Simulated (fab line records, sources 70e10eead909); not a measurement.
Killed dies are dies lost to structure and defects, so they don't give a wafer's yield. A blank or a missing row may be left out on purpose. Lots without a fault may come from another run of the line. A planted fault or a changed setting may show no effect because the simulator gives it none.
Chamber matching | flow nand_harc | NHARC_P_CONTACT_CMP_01 on cmp-03: 4 sister chambers
The step polishes SiO2, target thk 200 nm. 4 wafers are shown with their chamber, then 12 later ones without.

WAFERS WITH THEIR CHAMBER
wafer  | chamber | motor_current_A (A)
L090.5 | 1       | 13.1
L092.1 | 0       | 13.5
L092.3 | 2       | 14.0
L092.5 | 3       | 12.1

WAFERS WITHOUT THEIR CHAMBER
wafer  | motor_current_A (A)
L094.1 | 12.1
L094.3 | 12.4
L094.4 | 12.1
L096.1 | 13.8
L096.2 | 12.9
L096.4 | 12.7
L096.3 | 12.3
L096.5 | 14.2
L096.6 | 11.7
L097.1 | 12.4
L097.3 | 12.9
L097.4 | 11.5

WHICH CHAMBER EACH WENT THROUGH
wafer  | from the rows above          | in truth
L094.1 | 3                            | 3
L094.3 | can't be placed: 3 or 1      | 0
L094.4 | 3                            | 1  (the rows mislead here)
L096.1 | can't be placed: 2 or 0 or 1 | 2
L096.2 | can't be placed: 1 or 0      | 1
L096.4 | can't be placed: 1 or 3 or 0 | 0
L096.3 | 3                            | 3
L096.5 | can't be placed: 2 or 0      | 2
L096.6 | 3                            | 3
L097.1 | can't be placed: 3 or 1      | 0
L097.3 | can't be placed: 1 or 0      | 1
L097.4 | 3                            | 3
Placed correctly: 4 of 12. Can't be placed from these rows: 7 (the true chamber is among the candidates in 5). Placed wrongly: 1.
How it was worked out, from the rows above alone: a wafer's distance from a chamber is the root of the sum, over the readings, of the square of ((its reading less the chamber's mean) divided by the reading's scatter). The wafer belongs to the nearest chamber; if the next one is less than 2 further off, it can't be placed. A chamber's mean is the mean of its shown wafers. The scatter: with one shown wafer a chamber, the root of the mean of the squares of how far each hidden wafer lies from its nearest shown one.
